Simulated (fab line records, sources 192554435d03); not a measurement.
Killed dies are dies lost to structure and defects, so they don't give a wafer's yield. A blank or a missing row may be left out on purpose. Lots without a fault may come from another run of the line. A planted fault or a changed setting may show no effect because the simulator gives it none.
Split-lot experiment | flow n5_finfet | 7 lots, 21 wafers read, on a route of 1938 steps

THE SPLIT
At N5_BEOL_M8_PECVD_70 (deposits SiO2 from TEOS/O2, target thk 20 nm, time 22.7 s), the setting temp_c was moved away from the recipe's 400 C on 5 of the 21 wafers read, by -2.5% to +3.9%. The other wafers ran this setting at the recipe's value.

The reading is taken at the split's own step.

THE READING
SiO2_of_BEOL_M8_PECVD_70.thk_nm (the simulator's own value, which no gauge read), in nm, at N5_BEOL_M8_PECVD_70 (deposits SiO2 from TEOS/O2, target thk 20 nm, time 22.7 s). The file gives no usual value for it. The 16 wafers here that ran the recipe average 19.9 nm, standard deviation 0.22 nm.

wafer  | tool, chamber at the split | temp_c as run, C | against the recipe | SiO2_of_BEOL_M8_PECVD_70.thk_nm, nm | against lot-mates on the recipe
L076.1 | pecvd-01, 1                | 415.5            | +3.9%              | 18                                  | -2.0
L076.3 | pecvd-01, 2                | 400              | recipe             | 19.8                                | -
L076.5 | pecvd-01, 1                | 400              | recipe             | 20.2                                | -
L077.1 | pecvd-02, 0                | 400              | recipe             | 19.4                                | -
L077.2 | pecvd-02, 1                | 412.6            | +3.2%              | 18.2                                | -1.6
L077.4 | pecvd-02, 1                | 400              | recipe             | 20.2                                | -
L081.2 | pecvd-01, 2                | 400              | recipe             | 19.6                                | -
L081.3 | pecvd-01, 0                | 400              | recipe             | 19.8                                | -
L081.5 | pecvd-01, 2                | 389.9            | -2.5%              | 21.4                                | +1.7
L086.4 | pecvd-02, 0,1              | 400              | recipe             | 20                                  | -
L086.5 | pecvd-02, 0,1              | 400              | recipe             | 20                                  | -
L086.6 | pecvd-02, 2                | 400              | recipe             | 20.2                                | -
L092.1 | pecvd-02, 2,0              | 400              | recipe             | 19.8                                | -
L092.3 | pecvd-02, 2,0              | 400              | recipe             | 19.8                                | -
L092.6 | pecvd-02, 0                | 400              | recipe             | 20                                  | -
L094.1 | pecvd-02, 1                | 400              | recipe             | 19.8                                | -
L094.5 | pecvd-02, 0                | 400              | recipe             | 20                                  | -
L094.6 | pecvd-02, 1                | 400              | recipe             | 20.2                                | -
L096.1 | pecvd-01, 0                | 400              | recipe             | 19.8                                | -
L096.5 | pecvd-01, 2,1              | 393.1            | -1.7%              | 21.2                                | +1.4
L096.6 | pecvd-01, 2,1              | 393.1            | -1.7%              | 21.2                                | +1.4
Where a row lists several chambers, the file gives one row for several wafers and doesn't say which wafer went through which chamber.

THE FIT
A straight line over all 21 wafers: SiO2_of_BEOL_M8_PECVD_70.thk_nm changes by -0.565 nm for each +1% of temp_c; r = -0.96; the points scatter about the line by 0.23 nm.
The same after taking each lot's own level away (the mean of its wafers on the recipe; 21 wafers): -0.59 nm for each +1%; r = -0.97; scatter 0.22 nm.
On that fit, the largest move of temp_c shifts the reading by 2.3 nm.
The lots' own levels span 19.70 to 20.07 nm, that is 1.6 times the standard deviation above.
So the lot-to-lot level changes the slope little: the two slopes agree.
Check: with one of the wafers moved furthest among these (+3.9%) left out of the fit, the line predicts -2.38 nm for it against its lot-mates. It came out at -2 nm against them.

THE FILE'S OWN FIT
SiO2_of_BEOL_M8_PECVD_70.thk_nm changes by -0.569 nm for each +1% of temp_c, r = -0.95.
